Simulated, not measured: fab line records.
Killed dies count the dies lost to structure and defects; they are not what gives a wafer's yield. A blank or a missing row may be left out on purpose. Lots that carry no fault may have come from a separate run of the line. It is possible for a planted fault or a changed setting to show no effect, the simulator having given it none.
Split-lot study :: flow n5 finfet :: 21 wafers read from 7 lots, route of 1938 steps

SPLIT DETAILS
At N5_BEOL_M5_COAT_60 (time 60 s, resist thk 12 nm), the setting spin rpm was moved away from the recipe's 1500 rpm on 7 of the 21 wafers read, by -9.9% to +10.7%. The other wafers ran this setting at the recipe's value.

FROM THE SPLIT TO THE READING: what the file shows between them, 6 steps
- N5_BEOL_M5_COAT_05: resist thk 30 nm (also split here: spin rpm)
- N5_BEOL_M5_EBR_07
- N5_BEOL_M5_SOFTBAKE_06: time 60 s
- N5_BEOL_M5_DESCUM_16: chemistry O2, time 7 s
- N5_BEOL_M5_ETCH_72: etches underlayer in N2/H2, target depth 6.5 nm, time 5.2 s
- N5_BEOL_M5_ETCH_61: etches SiARC in CF4, target depth 15.6 nm, time 26 s

THE READING
SiARC_of_BEOL_M5_COAT_60.thk nm (the simulator's own value, which no gauge read), in nm, at N5_BEOL_M5_ETCH_62 (etches SOC in N2/H2, target depth 75 nm, overetch 15 nm, time 112.5 s). The file gives no usual value for it. The 14 wafers here that ran the recipe average 6.8 nm, standard deviation 0.14 nm.

wafer: L075.2
tool, chamber at the split: litho track-04, 0
spin rpm as run, rpm: 1500
against the recipe: recipe
SiARC_of_BEOL_M5_COAT_60.thk nm, nm: 6.8
against lot-mates on the recipe: -

wafer: L075.3
tool, chamber at the split: litho track-04, 0
spin rpm as run, rpm: 1500
against the recipe: recipe
SiARC_of_BEOL_M5_COAT_60.thk nm, nm: 7
against lot-mates on the recipe: -

wafer: L075.6
tool, chamber at the split: litho track-04, 0
spin rpm as run, rpm: 1500
against the recipe: recipe
SiARC_of_BEOL_M5_COAT_60.thk nm, nm: 7
against lot-mates on the recipe: -

wafer: L076.1
tool, chamber at the split: litho track-03, 0
spin rpm as run, rpm: 1660
against the recipe: +10.7%
SiARC_of_BEOL_M5_COAT_60.thk nm, nm: 6.2
against lot-mates on the recipe: -0.5

wafer: L076.2
tool, chamber at the split: litho track-03, 0
spin rpm as run, rpm: 1500
against the recipe: recipe
SiARC_of_BEOL_M5_COAT_60.thk nm, nm: 6.8
against lot-mates on the recipe: -

wafer: L076.3
tool, chamber at the split: litho track-03, 0
spin rpm as run, rpm: 1500
against the recipe: recipe
SiARC_of_BEOL_M5_COAT_60.thk nm, nm: 6.6
against lot-mates on the recipe: -

wafer: L077.1
tool, chamber at the split: litho track-04, 0
spin rpm as run, rpm: 1500
against the recipe: recipe
SiARC_of_BEOL_M5_COAT_60.thk nm, nm: 6.8
against lot-mates on the recipe: -

wafer: L077.2
tool, chamber at the split: litho track-04, 0
spin rpm as run, rpm: 1352
against the recipe: -9.9%
SiARC_of_BEOL_M5_COAT_60.thk nm, nm: 7.4
against lot-mates on the recipe: +0.5

wafer: L077.3
tool, chamber at the split: litho track-04, 0
spin rpm as run, rpm: 1500
against the recipe: recipe
SiARC_of_BEOL_M5_COAT_60.thk nm, nm: 7
against lot-mates on the recipe: -

wafer: L083.3
tool, chamber at the split: litho track-03, 0
spin rpm as run, rpm: 1500
against the recipe: recipe
SiARC_of_BEOL_M5_COAT_60.thk nm, nm: 6.8
against lot-mates on the recipe: -

wafer: L083.4
tool, chamber at the split: litho track-03, 0
spin rpm as run, rpm: 1642
against the recipe: +9.5%
SiARC_of_BEOL_M5_COAT_60.thk nm, nm: 6.4
against lot-mates on the recipe: -0.4

wafer: L083.5
tool, chamber at the split: litho track-03, 0
spin rpm as run, rpm: 1642
against the recipe: +9.5%
SiARC_of_BEOL_M5_COAT_60.thk nm, nm: 6.2
against lot-mates on the recipe: -0.6

wafer: L085.2
tool, chamber at the split: litho track-05, 0
spin rpm as run, rpm: 1500
against the recipe: recipe
SiARC_of_BEOL_M5_COAT_60.thk nm, nm: 6.6
against lot-mates on the recipe: -

wafer: L085.4
tool, chamber at the split: litho track-05, 0
spin rpm as run, rpm: 1500
against the recipe: recipe
SiARC_of_BEOL_M5_COAT_60.thk nm, nm: 7
against lot-mates on the recipe: -

wafer: L085.6
tool, chamber at the split: litho track-05, 0
spin rpm as run, rpm: 1641
against the recipe: +9.4%
SiARC_of_BEOL_M5_COAT_60.thk nm, nm: 6.2
against lot-mates on the recipe: -0.6

wafer: L092.1
tool, chamber at the split: litho track-03, 0
spin rpm as run, rpm: 1500
against the recipe: recipe
SiARC_of_BEOL_M5_COAT_60.thk nm, nm: 6.8
against lot-mates on the recipe: -

wafer: L092.3
tool, chamber at the split: litho track-03, 0
spin rpm as run, rpm: 1500
against the recipe: recipe
SiARC_of_BEOL_M5_COAT_60.thk nm, nm: 6.8
against lot-mates on the recipe: -

wafer: L092.6
tool, chamber at the split: litho track-03, 0
spin rpm as run, rpm: 1567
against the recipe: +4.5%
SiARC_of_BEOL_M5_COAT_60.thk nm, nm: 6.6
against lot-mates on the recipe: -0.2

wafer: L096.3
tool, chamber at the split: litho track-05, 0
spin rpm as run, rpm: 1640
against the recipe: +9.3%
SiARC_of_BEOL_M5_COAT_60.thk nm, nm: 6.4
against lot-mates on the recipe: -0.3

wafer: L096.4
tool, chamber at the split: litho track-05, 0
spin rpm as run, rpm: 1500
against the recipe: recipe
SiARC_of_BEOL_M5_COAT_60.thk nm, nm: 6.6
against lot-mates on the recipe: -

wafer: L096.5
tool, chamber at the split: litho track-05, 0
spin rpm as run, rpm: 1500
against the recipe: recipe
SiARC_of_BEOL_M5_COAT_60.thk nm, nm: 6.8
against lot-mates on the recipe: -

FIT RESULTS
A straight line over all 21 wafers: SiARC_of_BEOL_M5_COAT_60.thk nm changes by -0.0562 nm for each +1% of spin rpm; r = -0.91; the points scatter about the line by 0.13 nm.
The same after taking each lot's own level away (the mean of its wafers on the recipe; 21 wafers): -0.0497 nm for each +1%; r = -0.92; scatter 0.11 nm.
The reading moves by 0.53 nm for the largest change in spin rpm, on that fit.
Across the lots, their own levels run from 6.70 to 6.93 nm, a range of 1.7 times the standard deviation given above.
In other words, the slope is changed by the lot-to-lot level; the two fits disagree.
Check: for one of the wafers moved furthest among these (+10.7%), held out of the fit, the line's prediction against its lot-mates is -0.536 nm. It came out at -0.5 nm against them.

OTHER SPLITS ON THESE WAFERS
Other splits were also applied to these wafers ahead of the reading. Each is held against what the fit with the lots' levels taken away leaves over:
other split on the same wafers: N5_BEOL_M5_PECVD_70 time s
wafers away from the commonest value: 10
r with SiARC_of_BEOL_M5_COAT_60.thk nm (lot level and that fit taken away): -0.01

other split on the same wafers: N5_BEOL_M5_COAT_05 spin rpm
wafers away from the commonest value: 8
r with SiARC_of_BEOL_M5_COAT_60.thk nm (lot level and that fit taken away): +0.10

THE WHOLE CHAIN: every reading that the file lists as answering this split, in the file's order
step: N5_BEOL_M5_COAT_60
what it does: time 60 s, resist thk 12 nm
reading: SiARC_of_BEOL_M5_COAT_60.thk nm (the simulator's own value, which no gauge read)
change (the file's fit): -0.0628 nm for each +1% of the setting
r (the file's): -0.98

step: N5_BEOL_M5_ETCH_61
what it does: etches SiARC in CF4, target depth 15.6 nm, time 26 s
reading: etch.depth nm (the simulator's own value, which no gauge read)
change (the file's fit): -0.0564 nm for each +1% of the setting
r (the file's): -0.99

step: N5_BEOL_M5_ETCH_62
what it does: etches SOC in N2/H2, target depth 75 nm, overetch 15 nm, time 112.5 s
reading: SiARC_of_BEOL_M5_COAT_60.thk nm (the simulator's own value, which no gauge read)
change (the file's fit): -0.049 nm for each +1% of the setting
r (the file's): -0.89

FILE'S OWN FIT
SiARC_of_BEOL_M5_COAT_60.thk nm changes by -0.049 nm for each +1% of spin rpm, r = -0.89.
